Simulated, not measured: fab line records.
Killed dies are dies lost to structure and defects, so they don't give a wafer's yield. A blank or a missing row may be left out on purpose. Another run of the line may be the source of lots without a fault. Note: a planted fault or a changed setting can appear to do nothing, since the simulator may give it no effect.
Comparing a struck lot with a sound one -- flow nand_harc -- 15 out of 1302 route steps
Sound: the wafers L630.2, L630.4, L630.5. Struck: wafer L623.3. (L623.4 of the same lot was not struck and is left out.) The cause comes at the end.
For every step that has rows: the tool of each side, followed by ch and its chambers, followed by its first start. Under that, the readings that differ: sound wafers -- struck wafers -- difference of the means -- sigmas: that difference in standard deviations of wafers without a fault.
alike: words and numbers the same on both sides, and readings whose means are apart by under 2 such deviations; not compared: readings that were withheld, readings missing a value for some wafer, numbers with overlapping values and no deviation given by the record, and bounds like >300 which may hide the same value.
The two part at a step that has a row with sigmas, a row that says differs or no value, or rows on one side only. Numbers that don't overlap but have no deviation are shown without sigmas and don't part them. A reading that every wafer of one side lacks parts them only if that side has two wafers or more.

NHARC_A_DECK1_JOINT_CMP_02: polishes SiOx.
  sound on cmp-04 ch 2,3, day 19 10:35; struck on cmp-02 ch 1, day 16 03:43
reading,sound,struck,difference,sigmas
motor_current_A (A),11.9 10.5 10.8,14.2,+3.1,+3
  not compared: pad_life_wafers
following that, these wafers have no rows for 1 step: NHARC_A_DECK1_JOINT_SRD_15.
NHARC_A_DECK1_JOINT_DEP_16: deposits SiO2, target thk 45 nm.
  sound on pecvd-01 ch 0,1, day 19 10:58; struck on pecvd-03 ch 0, day 16 04:05
  alike: heater_power_w, mfc_precursor_sccm, throttle_valve_pct
NHARC_A_DECK1_JOINT_THK_MEAS_17: measures by ellipsometry.
  sound on film_metro-01, day 19 11:14; struck on film_metro-01, day 16 04:22
  alike: thk_nm
NHARC_A_DECK1_JOINT_INSPECT_05:
  sound on defect_inspect-01, day 19 11:17; struck on defect_inspect-01, day 16 04:24
reading,sound,struck,difference,sigmas
raw_defect_count,436 408 418,165,-256,-2
then, no rows for these wafers at 1 step: NHARC_A_ONON_D2_DEP_00 (target thk 1000 nm).
NHARC_A_ONON_D2_THK_MEAS_02: measures by ellipsometry.
  sound on film_metro-02, day 19 11:51; struck on film_metro-01, day 16 04:59
  alike: thk_nm
then, no rows for these wafers at 1 step: NHARC_A_ONON_D2_DEP_03 (target thk 1000 nm).
NHARC_A_ONON_D2_THK_MEAS_05: measures by ellipsometry.
  sound on film_metro-02, day 19 12:26; struck on film_metro-01, day 16 05:32
  alike: thk_nm
then, no rows for these wafers at 1 step: NHARC_A_ONON_D2_DEP_06 (target thk 1000 nm).
NHARC_A_ONON_D2_THK_MEAS_08: measures by ellipsometry.
  sound on film_metro-02, day 19 13:01; struck on film_metro-02, day 16 06:07
  alike: thk_nm
NHARC_A_ONON_D2_DEP_09: target thk 1000 nm.
  sound on pecvd_onon-01 ch 0, day 19 13:08; struck on pecvd_onon-03 ch 0, day 16 06:17
  alike: sih4_flow_sccm
NHARC_A_ONON_D2_THK_MEAS_11: measures by ellipsometry.
  sound on film_metro-02, day 19 13:35; struck on film_metro-01, day 16 06:41
reading,sound,struck,difference,sigmas
thk_nm (nm),1006 1004 1004,602,-403,-46
then, no rows for these wafers at 1 step: NHARC_A_ONON_D2_DEP_12 (target thk 1000 nm).
-- jump in the record: it breaks off in module A_ONON_D2 and resumes in module END (first step shown: number 1302 of the route), and 13 days separate the struck wafers' starts before and after --
NHARC_END_SORT_01:
  only the struck wafers appear in the record here, on prober-02 ch 0 at day 28 21:16; the sound ones have no rows

## WHERE THEY PART
Earliest at NHARC_A_DECK1_JOINT_CMP_02; latest, in this record, at NHARC_END_SORT_01.

WHY: the cause the simulator had injected
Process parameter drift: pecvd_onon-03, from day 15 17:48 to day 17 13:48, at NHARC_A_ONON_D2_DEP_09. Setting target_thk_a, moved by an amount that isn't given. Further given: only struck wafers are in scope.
